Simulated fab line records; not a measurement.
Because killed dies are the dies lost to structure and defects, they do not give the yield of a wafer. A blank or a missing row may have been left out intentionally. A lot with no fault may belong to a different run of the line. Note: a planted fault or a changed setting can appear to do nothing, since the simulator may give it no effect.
Chamber matching / flow nand-harc / rie-diel-12 running NHARC_A_STAIRCASE_DESCUM_219: 4 sister chambers
The step chemistry O2, time 3 s. 14 wafers are shown with their chamber, then 7 later ones without.

WAFERS PAIRED WITH THEIR CHAMBERS
wafer=L074.2; chamber=3; showerhead-plenum-p-Torr (Torr)=2.00; oes-product-au (a.u.)=1.002; throttle-valve-pct (%)=11.304
wafer=L074.3; chamber=2; showerhead-plenum-p-Torr (Torr)=1.94; oes-product-au (a.u.)=1.004; throttle-valve-pct (%)=11.309
wafer=L074.5; chamber=0; showerhead-plenum-p-Torr (Torr)=2.07; oes-product-au (a.u.)=0.979; throttle-valve-pct (%)=11.309
wafer=L075.2; chamber=1; showerhead-plenum-p-Torr (Torr)=2.05; oes-product-au (a.u.)=0.986; throttle-valve-pct (%)=11.317
wafer=L075.5; chamber=0; showerhead-plenum-p-Torr (Torr)=2.07; oes-product-au (a.u.)=0.997; throttle-valve-pct (%)=11.296
wafer=L075.6; chamber=3; showerhead-plenum-p-Torr (Torr)=2.00; oes-product-au (a.u.)=1.005; throttle-valve-pct (%)=11.320
wafer=L076.1; chamber=1; showerhead-plenum-p-Torr (Torr)=2.05; oes-product-au (a.u.)=0.998; throttle-valve-pct (%)=11.300
wafer=L076.2; chamber=2; showerhead-plenum-p-Torr (Torr)=1.94; oes-product-au (a.u.)=0.991; throttle-valve-pct (%)=11.306
wafer=L076.6; chamber=2; showerhead-plenum-p-Torr (Torr)=1.94; oes-product-au (a.u.)=1.004; throttle-valve-pct (%)=11.308
wafer=L077.2; chamber=3; showerhead-plenum-p-Torr (Torr)=2.00; oes-product-au (a.u.)=1.002; throttle-valve-pct (%)=11.297
wafer=L077.3; chamber=2; showerhead-plenum-p-Torr (Torr)=1.94; oes-product-au (a.u.)=0.995; throttle-valve-pct (%)=11.309
wafer=L077.4; chamber=1; showerhead-plenum-p-Torr (Torr)=2.05; oes-product-au (a.u.)=1.015; throttle-valve-pct (%)=11.306
wafer=L082.2; chamber=2; showerhead-plenum-p-Torr (Torr)=1.93; oes-product-au (a.u.)=0.995; throttle-valve-pct (%)=11.316
wafer=L082.3; chamber=1; showerhead-plenum-p-Torr (Torr)=2.05; oes-product-au (a.u.)=0.994; throttle-valve-pct (%)=11.301

SIGNATURES (averages over the wafers above)
reading=showerhead-plenum-p-Torr; chamber 0=2.0700; chamber 1=2.0500; chamber 2=1.9380; chamber 3=2.0000; scatter within a chamber=0.00283
reading=oes-product-au; chamber 0=0.98800; chamber 1=0.99825; chamber 2=0.99780; chamber 3=1.00300; scatter within a chamber=0.00869
reading=throttle-valve-pct; chamber 0=11.30250; chamber 1=11.30600; chamber 2=11.30960; chamber 3=11.30700; scatter within a chamber=0.00776
Rule: a wafer's distance from a chamber is the root of the sum, over the readings, of the square of ((its reading less the chamber's mean) divided by the reading's scatter). The wafer belongs to the nearest chamber; if the next one is less than 2 further off, it can't be placed. The scatter is the square root of a quotient: the sum, over the shown wafers, of each reading's squared deviation from its chamber's mean, divided by wafers minus chambers.

WAFERS MISSING THEIR CHAMBER
wafer=L082.5; showerhead-plenum-p-Torr (Torr)=2.05; oes-product-au (a.u.)=1.000; throttle-valve-pct (%)=11.310
wafer=L083.2; showerhead-plenum-p-Torr (Torr)=1.99; oes-product-au (a.u.)=0.989; throttle-valve-pct (%)=11.307
wafer=L083.3; showerhead-plenum-p-Torr (Torr)=2.07; oes-product-au (a.u.)=0.989; throttle-valve-pct (%)=11.315
wafer=L083.4; showerhead-plenum-p-Torr (Torr)=1.93; oes-product-au (a.u.)=1.001; throttle-valve-pct (%)=11.317
wafer=L088.4; showerhead-plenum-p-Torr (Torr)=2.04; oes-product-au (a.u.)=0.995; throttle-valve-pct (%)=11.322
wafer=L088.5; showerhead-plenum-p-Torr (Torr)=2.06; oes-product-au (a.u.)=0.994; throttle-valve-pct (%)=11.322
wafer=L088.6; showerhead-plenum-p-Torr (Torr)=2.05; oes-product-au (a.u.)=0.989; throttle-valve-pct (%)=11.329

CHAMBER TAKEN BY EACH
wafer=L082.5; from the rows above=1; in truth=1
wafer=L083.2; from the rows above=3; in truth=3
wafer=L083.3; from the rows above=0; in truth=0
wafer=L083.4; from the rows above=2; in truth=2
wafer=L088.4; from the rows above=1; in truth=1
wafer=L088.5; from the rows above=can't be placed: 1 or 0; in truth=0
wafer=L088.6; from the rows above=1; in truth=1
Correctly placed: 6 of 7. These rows do not allow placing 1 (true chamber among the candidates in 1). Placed wrongly: 0.
